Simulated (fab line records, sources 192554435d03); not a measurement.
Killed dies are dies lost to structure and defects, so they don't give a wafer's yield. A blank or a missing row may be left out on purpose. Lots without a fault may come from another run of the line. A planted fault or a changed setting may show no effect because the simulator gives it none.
fab line records | flow n5_finfet | part 1 of 2: steps 1 to 19 of 31
record lots=5 wafers=15 last_day=18
route steps=1938 shown BEOL_M13@1693 BEOL_M14@1716
lots that met no fault: from a run of the same line without faults
start_h: hours from the record's first day to the start of the lot's first wafer shown | wait_h: hours since the lot's step before | " the same as in the row above | L1.1+2: a row that stands for several wafers | - no value, or no start given | * or withheld: withheld | < > ~ a bound
route shown NAME@n: a module of which the file shows steps, and the number in the route of the first | usual: mean/standard deviation of fault-free wafers | same: alike in all rows | chamber/n: place in a boat | sites: the reading at each site | _std_site: their standard deviation | _edge_site: outer sites' mean less inner sites' | radius_mm: how far each site lies from the wafer's centre | mask NAME#n: copy n | behind: the tool/chamber that last shaped the wafer | hold: why the lot was held/for how many hours/how that ended | device: the transistor (n, p or np) that didn't switch | end of line: the same wafers' tests at the end of the route | a step without rows: its recipe alone | killed: dies lost to structure and defects at the first sort, not the wafer's yield | map: a wafer's dies, x killed, . not, _ none there
set.NAME: the setting as run; set.NAME@STEP: as run at that earlier step | model.NAME: the simulator's own value behind a step, which no gauge read
lots at some steps of the route; a table a step, a row a wafer
services: from which hour (start_h, from the record's first day; less than 0 if before it) a tool's chamber was out of use, for how many hours, and why
## steps
# step N5_BEOL_M13_ETCH_67
# recipe chemistry=CF4 target=SiARC target_depth_a=1430 time_s=238.3 ion_energy_ev=80 pressure_mtorr=40 source_w=545 bias_w=36 Ar_flow_sccm=100 cf4_flow_sccm=100 ends=cleared
# usual chamber_pressure_mTorr=40.00/0.041 drypump_motor_current_A=5.7/0.31 etch_rf_on_time_s=237/6.8 oes_product_au=0.66/0.064 rf_vpp_V=184.2/1.2 showerhead_plenum_p_Torr=2.15/0.07 throttle_valve_pct=15.68/0.22
# columns lot.wafer tool chamber start_h wait_h chamber_pressure_mTorr drypump_motor_current_A etch_rf_on_time_s oes_product_au rf_hours_counter_h rf_vpp_V showerhead_plenum_p_Torr throttle_valve_pct
L079.3 rie_diel-04 0 280.37 0.0 40.06 5.7 237 0.66 134 184.8 2.14 15.69
L079.4 " 3 " " 39.91 5.0 242 0.65 150 183.4 2.14 15.36
L079.6 " 3 " " 39.98 5.0 240 0.65 - 184.9 2.14 15.37
L084.1 rie_diel-04 3 308.90 0.0 39.99 5.0 242 0.64 162 183.5 2.14 15.38
L084.5 " 1 " " 39.96 5.7 230 0.71 - 182.5 2.07 15.42
L084.6 " 0 " " 39.99 5.7 243 0.64 - 183.6 2.14 15.70
L093.3 rie_diel-03 2 354.18 0.0 40.03 5.6 232 0.63 201 184.7 2.21 16.05
L093.4 " 0 " " 40.08 5.7 237 0.69 101 186.7 2.24 15.83
L093.5 " 3 " " 39.98 5.9 226 0.82 - 184.2 2.13 15.48
L095.2 rie_diel-04 0 382.43 0.0 40.01 5.7 236 0.64 164 183.8 2.13 15.73
L095.4 " 2 " " 39.97 6.0 235 0.79 20 184.9 2.28 15.41
L095.6 " 1 " " 40.01 5.7 224 0.70 - 182.3 2.06 15.47
L097.3 rie_diel-03 0 389.67 0.0 40.02 5.7 240 0.67 114 185.5 2.23 15.86
L097.5 " 1 " " 40.02 5.3 241 0.64 - 185.5 2.14 15.55
L097.6 " 2 " " 40.03 5.6 235 0.62 - 184.7 2.21 16.07
# step N5_BEOL_M13_ETCH_68
# recipe chemistry=N2/H2 target=SOC mask_material=SiARC source_w=3000 bias_w=350 temp_c=40 time_s=355 ion_energy_ev=200 pressure_mtorr=30 n2_flow_sccm=200 h2_flow_sccm=200
# usual chamber_pressure_mTorr=30.000/0.027 drypump_motor_current_A=5.7/0.31 n2_flow_sccm=200.1/0.55 oes_product_au=0.77/0.071 rf_vpp_V=524.0/2.6 showerhead_plenum_p_Torr=2.55/0.087 throttle_valve_pct=17.79/0.24
# columns lot.wafer tool chamber start_h wait_h chamber_pressure_mTorr drypump_motor_current_A n2_flow_sccm oes_product_au rf_hours_counter_h rf_vpp_V showerhead_plenum_p_Torr throttle_valve_pct
L079.3 rie_diel-04 0 280.52 0.1 30.052 5.7 201.1 0.78 135 523.7 2.53 17.62
L079.4 " 3 " " 29.999 5.1 200.9 0.76 150 524.2 2.55 17.48
L079.6 " 3 " " 29.995 5.1 200.4 0.77 - 525.0 2.55 17.46
L084.1 rie_diel-04 3 309.04 0.1 30.007 5.0 200.7 0.75 162 523.1 2.55 17.49
L084.5 " 1 " " 29.973 5.7 199.7 0.81 - 521.7 2.45 17.46
L084.6 " 0 " " 30.026 5.8 200.2 0.76 - 523.8 2.52 17.66
L093.3 rie_diel-03 2 354.33 0.1 30.014 5.7 199.9 0.72 201 525.0 2.61 18.06
L093.4 " 0 " " 30.030 5.7 200.2 0.80 101 527.0 2.67 18.05
L093.5 " 3 " " 29.990 5.9 200.6 0.93 - 522.7 2.51 17.57
L095.2 rie_diel-04 0 382.58 0.1 29.995 5.7 200.1 0.75 164 524.3 2.51 17.71
L095.4 " 2 " " 29.998 6.1 200.1 0.92 20 529.3 2.72 17.69
L095.6 " 1 " " 30.042 5.7 199.7 0.80 - 522.1 2.44 17.52
L097.3 rie_diel-03 0 389.82 0.1 30.026 5.7 201.6 0.79 114 527.3 2.66 18.06
L097.5 " 1 " " 30.001 5.4 199.9 0.75 - 523.2 2.52 17.61
L097.6 " 2 " " 30.023 5.6 200.1 0.71 - 525.8 2.61 18.08
# step N5_BEOL_M13_STRIP_69
# recipe chemistry=N2/H2 temp_c=40 n2_flow_sccm=200 h2_flow_sccm=200 rf_frequency_hz=6e+07
# columns lot.wafer tool chamber start_h wait_h
L079.3+4+6 rie_diel-04 0,3,3 280.73 0.1
L084.1+5+6 rie_diel-04 3,1,0 309.25 0.1
L093.3+4+5 rie_diel-03 2,0,3 354.54 0.1
L095.2+4+6 rie_diel-04 0,2,1 382.79 0.1
L097.3+5+6 rie_diel-03 0,1,2 390.03 0.1
# step N5_BEOL_M13_TRENCH_ETCH_34
# recipe chemistry=C4F8/O2/Ar target=SiOC target_depth_a=4134.7 mask_material=SOC pressure_mtorr=30 source_w=3000 bias_w=700 Ar_flow_sccm=400 C4F8_flow_sccm=15 O2_flow_sccm=8 he_inner_torr=15 he_outer_torr=30 time_s=162.6 ion_energy_ev=250
# usual chamber_pressure_mTorr=30.000/0.026 drypump_motor_current_A=5.7/0.31 he_inner_torr=15.00/0.031 oes_product_au=0.77/0.071 rf_vpp_V=666/3.3 showerhead_plenum_p_Torr=3.43/0.11 throttle_valve_pct=24.26/0.3
# columns lot.wafer tool chamber start_h wait_h chamber_pressure_mTorr drypump_motor_current_A he_inner_torr oes_product_au rf_hours_counter_h rf_vpp_V showerhead_plenum_p_Torr throttle_valve_pct
L079.3 rie_diel-04 0 280.74 0.0 29.946 5.7 15.02 0.76 135 665 3.40 24.12
L079.4 " 3 " " 30.005 5.0 14.91 0.75 151 666 3.39 23.70
L079.6 " 3 " " 29.978 5.1 14.94 0.75 - 665 3.39 23.69
L084.1 rie_diel-04 3 309.26 0.0 30.004 5.0 14.98 0.75 162 665 3.39 23.70
L084.5 " 1 " " 29.996 5.7 15.01 0.81 - 664 3.31 23.99
L084.6 " 0 " " 30.021 5.7 15.05 0.76 - 665 3.39 24.13
L093.3 rie_diel-03 2 354.55 0.0 30.006 5.7 15.01 0.71 201 669 3.56 24.80
L093.4 " 0 " " 30.030 5.7 15.03 0.80 101 671 3.56 24.44
L093.5 " 3 " " 29.976 5.9 15.02 0.93 - 663 3.39 24.16
L095.2 rie_diel-04 0 382.80 0.0 29.977 5.7 14.98 0.75 164 666 3.38 24.15
L095.4 " 2 " " 30.024 6.0 15.01 0.92 20 671 3.61 23.95
L095.6 " 1 " " 29.968 5.7 15.06 0.79 - 663 3.30 24.02
L097.3 rie_diel-03 0 390.04 0.0 30.020 5.7 15.01 0.77 114 669 3.56 24.47
L097.5 " 1 " " 29.985 5.4 14.98 0.75 - 665 3.45 24.29
L097.6 " 2 " " 29.997 5.6 14.94 0.71 - 666 3.56 24.81
# step N5_BEOL_M13_STRIP_70
# recipe chemistry=C4F8/O2/Ar resist=SiARC rf_frequency_hz=6e+07
# columns lot.wafer tool chamber start_h wait_h
L079.3+4+6 rie_diel-04 0,3,3 280.87 0.1
L084.1+5+6 rie_diel-04 3,1,0 309.40 0.1
L093.3+4+5 rie_diel-03 2,0,3 354.68 0.1
L095.2+4+6 rie_diel-04 0,2,1 382.94 0.1
L097.3+5+6 rie_diel-03 0,1,2 390.18 0.1
# step N5_BEOL_M13_OCD_MEAS_35
# usual trench_depth_nm=411/5.9
# columns lot.wafer tool chamber start_h wait_h trench_depth_nm
L079.3 ocd-01 - 280.91 0.0 408
L079.4 " - " " 407
L079.6 " - " " 404
L084.1 ocd-01 - 309.44 0.0 409
L084.5 " - " " 411
L084.6 " - " " 414
L093.3 ocd-01 - 354.73 0.0 409
L093.4 " - " " 406
L093.5 " - " " 413
L095.2 ocd-01 - 382.98 0.0 419
L095.4 " - " " 414
L095.6 " - " " 415
L097.3 ocd-02 - 390.22 0.0 406
L097.5 " - " " 410
L097.6 " - " " 410
# step N5_BEOL_M13_STRIP_37
# recipe chemistry=N2/H2 power_w=1000 temp_c=250 h2_frac=0.65 overash_fraction=0.3 pressure_mtorr=withheld n2_flow_sccm=1750 h2_flow_sccm=3250
# usual drypump_motor_current_A=5.7/0.52 heater_power_w=331/41 n2_flow_sccm=1750/5.4 oes_product_au=0.784/0.0091
# columns lot.wafer tool chamber start_h wait_h drypump_motor_current_A heater_power_w n2_flow_sccm oes_product_au rf_hours_counter_h
L079.3 plasma_asher-02 0 280.97 0.1 4.9 297 1749 0.782 -
L079.4 " 1 " " 6.1 386 1754 0.785 -
L079.6 " 1 " " 6.1 391 1759 0.791 -
L084.1 plasma_asher-02 1 309.48 0.0 6.0 398 1755 0.786 126
L084.5 " 0 " " 4.9 293 1744 0.788 -
L084.6 " 1 " " 6.1 390 1745 0.774 -
L093.3 plasma_asher-01 1 354.79 0.1 5.9 327 1749 0.773 -
L093.4 " 0 " " 6.2 302 1751 0.776 -
L093.5 " 1 " " 5.8 330 1742 0.806 -
L095.2 plasma_asher-02 1 383.02 0.0 6.1 390 1756 0.790 143
L095.4 " 1 " " 6.0 394 1755 0.776 -
L095.6 " 1 " " 6.1 396 1762 0.799 -
L097.3 plasma_asher-01 1 390.27 0.1 5.8 342 1751 0.799 -
L097.5 " 1 " " 5.8 319 1748 0.778 -
L097.6 " 0 " " 6.2 297 1749 0.788 -
# step N5_BEOL_M13_ETCH_38
# recipe chemistry=CF4/N2 target=SiCN target_depth_a=675 taper_deg=2 time_s=71.9 ion_energy_ev=150 mask_material=SiO2 pressure_mtorr=40 source_w=430 bias_w=70 Ar_flow_sccm=100 cf4_flow_sccm=60 n2_flow_sccm=60
# usual chamber_pressure_mTorr=40.00/0.036 drypump_motor_current_A=5.7/0.34 n2_flow_sccm=59.98/0.18 oes_product_au=0.78/0.072 rf_vpp_V=382.5/2 showerhead_plenum_p_Torr=2.21/0.074 throttle_valve_pct=15.45/0.21
# columns lot.wafer tool chamber start_h wait_h chamber_pressure_mTorr drypump_motor_current_A n2_flow_sccm oes_product_au rf_hours_counter_h rf_vpp_V showerhead_plenum_p_Torr throttle_valve_pct
L079.3 rie_diel-04 1 281.58 - 40.00 5.7 59.69 0.85 92 380.5 2.13 15.23
L079.4 " 2 " " 39.98 6.1 59.96 0.69 244 378.3 2.09 15.69
L079.6 " 3 " " 40.05 5.1 59.98 0.75 - 383.0 2.21 15.19
L084.1 rie_diel-03 1 311.15 - 40.01 5.4 60.09 0.77 146 382.4 2.21 15.33
L084.5 " 1 " " 40.00 5.3 60.15 0.77 - 383.1 2.21 15.33
L084.6 " 0 " " 39.95 5.8 59.80 0.81 - 384.3 2.31 15.65
L093.3 rie_diel-03 2 362.59 - 40.00 5.6 60.32 0.71 205 383.9 2.28 15.90
L093.4 " 0 " " 40.02 5.8 59.89 0.79 - 385.8 2.31 15.68
L093.5 " 3 " " 39.98 5.9 59.86 0.95 - 381.7 2.18 15.28
L095.2 rie_diel-04 0 385.00 - 40.04 5.7 60.18 0.74 165 381.9 2.19 15.52
L095.4 " 1 " " 40.05 5.7 60.16 0.81 129 379.2 2.12 15.30
L095.6 " 0 " " 40.02 5.7 59.88 0.74 - 382.7 2.19 15.53
L097.3 rie_diel-04 1 390.55 - 39.95 5.6 60.13 0.82 131 380.1 2.12 15.30
L097.5 " 2 " " 40.00 6.0 60.31 0.92 - 386.3 2.35 15.25
L097.6 " 1 " " 40.01 5.6 60.31 0.82 - 380.4 2.12 15.30
# step N5_BEOL_M13_PRECLEAN_39
# recipe chemistry=residue_remover time_s=60 temp_c=40
# columns lot.wafer tool chamber start_h wait_h
L079.3+4+6 wet_bench-05 2,7,4 281.71 0.1
L084.1+5+6 wet_bench-01 4,3,7 311.28 0.1
L093.3+4+5 wet_bench-01 7,0,2 362.72 0.1
L095.2+4+6 wet_bench-02 1,4,0 385.13 0.1
L097.3+5+6 wet_bench-05 1,3,4 390.69 0.1
# step N5_BEOL_M13_SRD_40
# recipe time_s=30 temp_c=23 rinse_liquid=diw dry=n2_spin spin_rpm=1500 dry_time_s=30
# same dry_time_s=30
# columns lot.wafer tool chamber start_h wait_h
L079.3+4+6 wet_bench-05 2,7,4 281.73 0.0
L084.1+5+6 wet_bench-01 4,3,7 311.30 0.0
L093.3+4+5 wet_bench-01 7,0,2 362.74 0.0
L095.2+4+6 wet_bench-02 1,4,0 385.15 0.0
L097.3+5+6 wet_bench-05 1,3,4 390.71 0.0
# step N5_BEOL_M13_DEGAS_41
# recipe ambient=vacuum temp_c=250 time_s=60
# usual heater_power_w=326/34 susceptor_temp_C=249.97/0.18
# columns lot.wafer tool chamber start_h wait_h heater_power_w susceptor_temp_C
L079.3 pvd_sputter-01 - 283.91 2.2 304 250.21
L079.4 " - " " 297 249.61
L079.6 " - " " 292 249.37
L084.1 pvd_sputter-02 - 311.70 0.4 309 249.82
L084.5 " - " " 356 250.13
L084.6 " - " " 320 250.18
L093.3 pvd_sputter-02 - 363.25 0.5 280 249.86
L093.4 " - " " 313 250.10
L093.5 " - " " 359 249.98
L095.2 pvd_sputter-01 - 385.61 0.4 299 249.81
L095.4 " - " " 321 250.17
L095.6 " - " " 320 249.80
L097.3 pvd_sputter-01 - 391.45 0.7 326 249.74
L097.5 " - " " 307 250.21
L097.6 " - " " 403 249.88
# step N5_BEOL_M13_PRE_CLEAN_42
# recipe gas=H2/He time_s=30 temp_c=250
# usual heater_power_w=327/34 susceptor_temp_C=249.99/0.19
# columns lot.wafer tool chamber start_h wait_h heater_power_w susceptor_temp_C
L079.3 pvd_sputter-01 - 283.95 0.0 298 250.18
L079.4 " - " " 296 250.00
L079.6 " - " " 294 250.25
L084.1 pvd_sputter-02 - 311.74 0.0 322 249.99
L084.5 " - " " 362 249.72
L084.6 " - " " 311 249.80
L093.3 pvd_sputter-02 - 363.29 0.0 286 249.75
L093.4 " - " " 309 249.93
L093.5 " - " " 353 250.24
L095.2 pvd_sputter-01 - 385.65 0.0 298 250.06
L095.4 " - " " 329 250.37
L095.6 " - " " 330 250.11
L097.3 pvd_sputter-01 - 391.49 0.0 321 250.15
L097.5 " - " " 308 250.21
L097.6 " - " " 417 250.12
# step N5_BEOL_M13_SPUTTER_43
# recipe material=TaN target_thk_a=150 temp_c=50 bias_v=168.6 power_w=15000 chamber_pressure_pa=0.12 time_s=24.19
# usual susceptor_temp_C=50.02/0.12 throttle_valve_pct=29.9/0.9
# columns lot.wafer tool chamber start_h wait_h susceptor_temp_C throttle_valve_pct
L079.3 pvd_sputter-01 - 283.99 0.0 50.07 30.2
L079.4 " - " " 49.90 31.1
L079.6 " - " " 49.90 31.3
L084.1 pvd_sputter-02 - 311.78 0.0 50.10 31.3
L084.5 " - " " 50.01 29.8
L084.6 " - " " 50.04 29.2
L093.3 pvd_sputter-02 - 363.33 0.0 50.08 28.3
L093.4 " - " " 49.82 31.1
L093.5 " - " " 50.25 29.8
L095.2 pvd_sputter-01 - 385.69 0.0 49.96 31.2
L095.4 " - " " 49.79 28.9
L095.6 " - " " 49.98 29.0
L097.3 pvd_sputter-01 - 391.53 0.0 49.89 28.9
L097.5 " - " " 49.91 30.3
L097.6 " - " " 49.98 30.1
# step N5_BEOL_M13_SPUTTER_44
# recipe material=Ta target_thk_a=100 temp_c=50 bias_v=80 power_w=15000 chamber_pressure_pa=0.07 time_s=16.13
# usual susceptor_temp_C=50.00/0.12 throttle_valve_pct=29.9/0.88
# columns lot.wafer tool chamber start_h wait_h susceptor_temp_C throttle_valve_pct
L079.3 pvd_sputter-01 - 284.07 0.0 50.12 30.2
L079.4 " - " " 50.01 31.2
L079.6 " - " " 50.01 31.3
L084.1 pvd_sputter-02 - 311.86 0.0 50.11 31.3
L084.5 " - " " 49.70 29.4
L084.6 " - " " 50.10 29.2
L093.3 pvd_sputter-02 - 363.41 0.0 50.01 28.6
L093.4 " - " " 50.04 31.5
L093.5 " - " " 50.30 29.6
L095.2 pvd_sputter-01 - 385.77 0.0 49.89 31.0
L095.4 " - " " 50.04 28.9
L095.6 " - " " 50.18 29.1
L097.3 pvd_sputter-01 - 391.61 0.0 50.15 28.8
L097.5 " - " " 49.92 30.1
L097.6 " - " " 49.92 29.9
# step N5_BEOL_M13_SPUTTER_45
# recipe material=Cu target_thk_a=800 temp_c=-20 bias_v=60 power_w=26000 chamber_pressure_pa=0.13 time_s=13.33
# usual chuck_gas_flow_sccm=1.28/0.05 chuck_sensor_temp_C=-16.3/0.34 susceptor_temp_C=-20.02/0.11 throttle_valve_pct=29.9/0.89
# columns lot.wafer tool chamber start_h wait_h chuck_gas_flow_sccm chuck_sensor_temp_C susceptor_temp_C throttle_valve_pct
L079.3 pvd_sputter-01 - 284.15 0.0 1.34 -16.3 -19.94 30.1
L079.4 " - " " 1.22 -16.0 -19.98 31.1
L079.6 " - " " 1.23 -16.1 -20.04 31.2
L084.1 pvd_sputter-02 - 311.94 0.0 1.31 -16.5 -20.39 31.3
L084.5 " - " " 1.18 -16.6 -19.99 29.5
L084.6 " - " " 1.27 -16.6 -19.78 29.0
L093.3 pvd_sputter-02 - 363.49 0.0 1.27 -16.0 -19.80 28.5
L093.4 " - " " 1.24 -16.5 -20.13 31.1
L093.5 " - " " 1.28 -16.6 -19.87 30.1
L095.2 pvd_sputter-01 - 385.85 0.0 1.27 -15.9 -19.86 31.2
L095.4 " - " " 1.28 -16.1 -20.11 29.0
L095.6 " - " " 1.35 -16.0 -19.93 29.0
L097.3 pvd_sputter-01 - 391.69 0.0 1.34 -15.7 -20.06 28.8
L097.5 " - " " 1.30 -16.1 -20.03 30.3
L097.6 " - " " 1.36 -15.7 -20.12 29.9
# step N5_BEOL_M13_ECD_47
# recipe material=Cu target_thk_a=9360
# columns lot.wafer tool chamber start_h wait_h
L079.3+4+6 ecd_cu-02 1,0,1 284.31 0.1
L084.1+5+6 ecd_cu-01 1,0,1 312.06 0.1
L093.3+4+5 ecd_cu-01 0,1,0 363.65 0.1
L095.2+4+6 ecd_cu-02 1,0,1 385.96 0.1
L097.3+5+6 ecd_cu-01 0,0,1 391.86 0.1
# step N5_BEOL_M13_ANNEAL_48
# recipe temp_c=225 time_s=90 ambient=N2
# usual wafer_temp_C_max=226.2/0.33
# columns lot.wafer tool chamber start_h wait_h wafer_temp_C_max
L079.3 rtp_anneal-01 0 284.52 0.2 226.1
L079.4 " 0 " " 226.7
L079.6 " 0 " " 226.1
L084.1 rtp_anneal-01 0 312.25 0.1 226.3
L084.5 " 0 " " 226.5
L084.6 " 0 " " 226.3
L093.3 rtp_anneal-02 0 364.91 1.2 225.7
L093.4 " 0 " " 226.1
L093.5 " 0 " " 225.9
L095.2 rtp_anneal-02 0 386.17 0.2 226.1
L095.4 " 0 " " 226.0
L095.6 " 0 " " 225.9
L097.3 rtp_anneal-01 0 392.06 0.2 226.3
L097.5 " 0 " " 226.2
L097.6 " 0 " " 226.5
# step N5_BEOL_M13_CMP_49
# recipe stop_on=SiOC t_overpolish_s=17.1 down_force_psi=1 platen_rpm=50 clearing_platen_down_force_psi=1.5 clearing_platen_rpm=50 post_cmp_clean=cu_alkaline target_thk_nm=420 clearing_platen_pad_velocity_m_s=0.99484 pad_velocity_m_s=0.99484
# usual barrier_field_endpoint_s=30.5/0.85 motor_current_A=6.1/0.68 overpolish_run_s=17.099/0.0095
# columns lot.wafer tool chamber start_h wait_h barrier_field_endpoint_s motor_current_A overpolish_run_s
L079.3 cmp-02 2 284.73 0.2 28.4 6.7 17.086
L079.4 " 1 " " 29.1 6.8 17.108
L079.6 " 3 " " 29.5 5.1 17.092
L084.1 cmp-01 1 312.67 0.4 30.6 5.7 17.098
L084.5 " 2 " " 30.7 7.5 17.107
L084.6 " 3 " " 30.7 6.0 17.103
L093.4 cmp-02 3 365.12 0.1 31.3 5.3 17.095
L093.3 " 0 " " 31.2 6.6 17.097
L093.5 " 3 " " 30.5 4.8 17.101
L095.4 cmp-04 0 386.42 0.1 31.8 4.9 17.100
L095.2 " 2 " " 29.8 5.8 17.110
L095.6 " 0 " " 32.6 5.2 17.096
L097.3 cmp-04 2 392.27 0.2 30.5 5.7 17.097
L097.5 " 2 " " 30.2 5.8 17.101
L097.6 " 3 " " 30.3 5.4 17.087
# step N5_BEOL_M13_THK_MEAS_50
# recipe thk_meas_gauge=xrf reads=Cu_of_BEOL_M13_ECD_47
# usual M13_THK=416/6.8
# columns lot.wafer tool chamber start_h wait_h M13_THK[nm]
L079.3 film_metro-01 - 285.02 - 413
L079.4 " - " " 415
L079.6 " - " " 409
L084.1 film_metro-02 - 312.85 - 416
L084.5 " - " " 416
L084.6 " - " " 421
L093.3 film_metro-02 - 365.41 - 413
L093.4 " - " " 406
L093.5 " - " " 414
L095.2 film_metro-02 - 386.72 - 430
L095.4 " - " " 427
L095.6 " - " " 430
L097.3 film_metro-02 - 392.57 - 415
L097.5 " - " " 421
L097.6 " - " " 420
